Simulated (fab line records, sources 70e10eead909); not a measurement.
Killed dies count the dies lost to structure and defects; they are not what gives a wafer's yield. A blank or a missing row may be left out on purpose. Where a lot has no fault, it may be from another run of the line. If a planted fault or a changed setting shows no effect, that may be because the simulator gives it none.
Matching of chambers || flow nandHarc || NHARC_A_CONTACT_ETCH_106 on rieDiel-11 has 4 sister chambers
The step etches the open film in CF4/O2, target depth 60 nm, overetch 6 nm, time 33 s. 16 wafers are shown with their chamber, then 8 later ones without.

## EACH WAFER AND ITS CHAMBER
{"wafer": "L075.1", "chamber": 0, "drypumpMotorCurrentA (A)": 5.0, "showerheadPlenumPTorr (Torr)": 1.45, "rfVppV (V)": 198.0}
{"wafer": "L075.3", "chamber": 3, "drypumpMotorCurrentA (A)": 5.9, "showerheadPlenumPTorr (Torr)": 1.42, "rfVppV (V)": 199.1}
{"wafer": "L075.6", "chamber": 1, "drypumpMotorCurrentA (A)": 6.4, "showerheadPlenumPTorr (Torr)": 1.26, "rfVppV (V)": 198.1}
{"wafer": "L077.1", "chamber": 2, "drypumpMotorCurrentA (A)": 4.8, "showerheadPlenumPTorr (Torr)": 1.39, "rfVppV (V)": 198.5}
{"wafer": "L077.3", "chamber": 3, "drypumpMotorCurrentA (A)": 5.9, "showerheadPlenumPTorr (Torr)": 1.42, "rfVppV (V)": 199.2}
{"wafer": "L077.5", "chamber": 2, "drypumpMotorCurrentA (A)": 4.8, "showerheadPlenumPTorr (Torr)": 1.39, "rfVppV (V)": 199.0}
{"wafer": "L080.1", "chamber": 3, "drypumpMotorCurrentA (A)": 5.9, "showerheadPlenumPTorr (Torr)": 1.41, "rfVppV (V)": 199.0}
{"wafer": "L080.5", "chamber": 1, "drypumpMotorCurrentA (A)": 6.4, "showerheadPlenumPTorr (Torr)": 1.26, "rfVppV (V)": 196.9}
{"wafer": "L080.6", "chamber": 0, "drypumpMotorCurrentA (A)": 5.0, "showerheadPlenumPTorr (Torr)": 1.44, "rfVppV (V)": 201.8}
{"wafer": "L081.4", "chamber": 3, "drypumpMotorCurrentA (A)": 5.9, "showerheadPlenumPTorr (Torr)": 1.41, "rfVppV (V)": 199.4}
{"wafer": "L081.5", "chamber": 2, "drypumpMotorCurrentA (A)": 4.8, "showerheadPlenumPTorr (Torr)": 1.39, "rfVppV (V)": 198.8}
{"wafer": "L081.6", "chamber": 1, "drypumpMotorCurrentA (A)": 6.4, "showerheadPlenumPTorr (Torr)": 1.26, "rfVppV (V)": 196.9}
{"wafer": "L082.3", "chamber": 0, "drypumpMotorCurrentA (A)": 5.1, "showerheadPlenumPTorr (Torr)": 1.44, "rfVppV (V)": 199.7}
{"wafer": "L082.4", "chamber": 2, "drypumpMotorCurrentA (A)": 4.8, "showerheadPlenumPTorr (Torr)": 1.39, "rfVppV (V)": 199.3}
{"wafer": "L082.6", "chamber": 2, "drypumpMotorCurrentA (A)": 4.8, "showerheadPlenumPTorr (Torr)": 1.39, "rfVppV (V)": 198.3}
{"wafer": "L088.1", "chamber": 0, "drypumpMotorCurrentA (A)": 5.1, "showerheadPlenumPTorr (Torr)": 1.44, "rfVppV (V)": 201.2}

SIGNATURES, as means of the wafers listed above
{"reading": "drypumpMotorCurrentA", "chamber 0": 5.050, "chamber 1": 6.400, "chamber 2": 4.800, "chamber 3": 5.900, "scatter within a chamber": 0.0289}
{"reading": "showerheadPlenumPTorr", "chamber 0": 1.4425, "chamber 1": 1.2600, "chamber 2": 1.3900, "chamber 3": 1.4150, "scatter within a chamber": 0.00382}
{"reading": "rfVppV", "chamber 0": 200.175, "chamber 1": 197.300, "chamber 2": 198.780, "chamber 3": 199.175, "scatter within a chamber": 0.927}
Rule: distance of a wafer from a chamber = root of the sum over the readings of ((wafer's reading minus chamber's mean) / reading's scatter) squared. The wafer belongs to the nearest chamber; if the next one is less than 2 further off, it can't be placed. How the scatter is found: for the shown wafers, subtract from each reading the mean of its chamber, square and add these, divide the total by (wafers less chambers), then take the root.

## WAFERS WITH NO CHAMBER GIVEN
{"wafer": "L088.3", "drypumpMotorCurrentA (A)": 5.9, "showerheadPlenumPTorr (Torr)": 1.41, "rfVppV (V)": 201.5}
{"wafer": "L088.6", "drypumpMotorCurrentA (A)": 5.9, "showerheadPlenumPTorr (Torr)": 1.41, "rfVppV (V)": 199.4}
{"wafer": "L091.4", "drypumpMotorCurrentA (A)": 6.0, "showerheadPlenumPTorr (Torr)": 1.41, "rfVppV (V)": 198.9}
{"wafer": "L091.5", "drypumpMotorCurrentA (A)": 4.8, "showerheadPlenumPTorr (Torr)": 1.38, "rfVppV (V)": 199.3}
{"wafer": "L091.6", "drypumpMotorCurrentA (A)": 5.9, "showerheadPlenumPTorr (Torr)": 1.41, "rfVppV (V)": 199.5}
{"wafer": "L093.2", "drypumpMotorCurrentA (A)": 5.9, "showerheadPlenumPTorr (Torr)": 1.41, "rfVppV (V)": 199.2}
{"wafer": "L093.3", "drypumpMotorCurrentA (A)": 5.1, "showerheadPlenumPTorr (Torr)": 1.44, "rfVppV (V)": 200.7}
{"wafer": "L093.6", "drypumpMotorCurrentA (A)": 5.0, "showerheadPlenumPTorr (Torr)": 1.44, "rfVppV (V)": 199.7}

## WHICH CHAMBER EACH WENT THROUGH
{"wafer": "L088.3", "from the rows above": 3, "in truth": 3}
{"wafer": "L088.6", "from the rows above": 3, "in truth": 3}
{"wafer": "L091.4", "from the rows above": 3, "in truth": 3}
{"wafer": "L091.5", "from the rows above": 2, "in truth": 2}
{"wafer": "L091.6", "from the rows above": 3, "in truth": 3}
{"wafer": "L093.2", "from the rows above": 3, "in truth": 3}
{"wafer": "L093.3", "from the rows above": 0, "in truth": 0}
{"wafer": "L093.6", "from the rows above": 0, "in truth": 0}
Placed correctly: 8 of 8. Left unplaced by these rows: 0. Placed wrongly: 0.
